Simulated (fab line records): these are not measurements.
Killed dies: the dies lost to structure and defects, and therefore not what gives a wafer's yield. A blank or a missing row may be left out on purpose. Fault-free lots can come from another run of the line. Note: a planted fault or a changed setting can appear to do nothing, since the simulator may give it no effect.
Split-lot study    flow n5 finfet    on a route of 1938 steps: 7 lots, 21 wafers read

## ABOUT THE SPLIT
At N5_BEOL_M11_ALD_74 (deposits TaN, target thk 2 nm, pulse time 2 s, purge time 3 s), the setting ald cycles was moved away from the recipe's 40 on 10 of the 21 wafers read, by -15.0% to +15.0%. For the rest of the wafers, this setting stayed at what the recipe calls for.

The reading is taken at the split's own step.

## THE READING
TaN_of_BEOL_M11_ALD_74.thk nm (the simulator's own value, which no gauge read), in nm, at N5_BEOL_M11_ALD_74 (deposits TaN, target thk 2 nm, pulse time 2 s, purge time 3 s). The file does not state a usual value for it.

wafer   tool, chamber at the split  ald cycles as run  against the recipe  TaN_of_BEOL_M11_ALD_74.thk nm, nm  against lot-mates on the recipe
L077.1  ald metal-01, 3             40                 recipe              2                                  -
L077.3  ald metal-01, 2             34                 -15.0%              1.6                                -0.4
L077.4  ald metal-01, 0             34                 -15.0%              1.8                                -0.2
L080.1  ald metal-03, 3             34                 -15.0%              1.8                                -0.2
L080.3  ald metal-03, 2             40                 recipe              2                                  -
L080.4  ald metal-03, 2             40                 recipe              2                                  -
L082.1  ald metal-03, 0,3           40                 recipe              2                                  -
L082.4  ald metal-03, 0,3           40                 recipe              2                                  -
L082.6  ald metal-03, 2             45                 +12.5%              2.2                                +0.2
L086.2  ald metal-01, 0,3,2         38                 -5.0%               2                                  no lot-mate on the recipe
L086.4  ald metal-01, 0,3,2         38                 -5.0%               2                                  no lot-mate on the recipe
L086.6  ald metal-01, 0,3,2         38                 -5.0%               2                                  no lot-mate on the recipe
L091.1  ald metal-02, 2,1,3         40                 recipe              2                                  -
L091.2  ald metal-02, 2,1,3         40                 recipe              2                                  -
L091.3  ald metal-02, 2,1,3         40                 recipe              2                                  -
L095.2  ald metal-02, 0,2           40                 recipe              2                                  -
L095.3  ald metal-02, 0,2           40                 recipe              2                                  -
L095.6  ald metal-02, 0             43                 +7.5%               2.2                                +0.2
L094.3  ald metal-03, 0             46                 +15.0%              2.4                                +0.4
L094.5  ald metal-03, 0             46                 +15.0%              2.4                                +0.4
L094.6  ald metal-03, 1             40                 recipe              2                                  -
Where a row lists several chambers, the file gives one row for several wafers and doesn't say which wafer went through which chamber.

FIT RESULTS
A straight line over all 21 wafers: TaN_of_BEOL_M11_ALD_74.thk nm changes by +0.02 nm for each +1% of ald cycles; r = +0.94; the points scatter about the line by 0.06 nm.
The same after taking each lot's own level away (the mean of its wafers on the recipe; 18 wafers): +0.0209 nm for each +1%; r = +0.96; scatter 0.055 nm.
On that fit, the largest move of ald cycles shifts the reading by 0.31 nm.
The lots' own levels span 2.00 to 2.00 nm.
Consequently the slope shifts little with the lot-to-lot level, the two slopes agreeing.
Check: -0.266 nm against its lot-mates is what the line predicts for one of the wafers moved furthest among these (-15.0%) when that wafer is left out of the fit. It came out at -0.4 nm against them.

## FURTHER SPLITS ON THESE WAFERS
Note: prior to the reading, these wafers also went through further splits. Each is held against what the fit with the lots' levels taken away leaves over:
other split on the same wafers  wafers away from the commonest value  r with TaN_of_BEOL_M11_ALD_74.thk nm (lot level and that fit taken away)
N5_BEOL_M8_EXPOSE_25 dose mj    9                                     +0.01
N5_BEOL_M9_ILD_DEP_00 time s    8                                     -0.23
N5_BEOL_M9_COAT_60 spin rpm     6                                     -0.19
N5_BEOL_M10_COAT_63 spin rpm    8                                     +0.27
N5_BEOL_M10_PEB_26 peb time s   3                                     +0.03

## THE FILE'S OWN FIT
TaN_of_BEOL_M11_ALD_74.thk nm changes by +0.0197 nm for each +1% of ald cycles, r = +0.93.
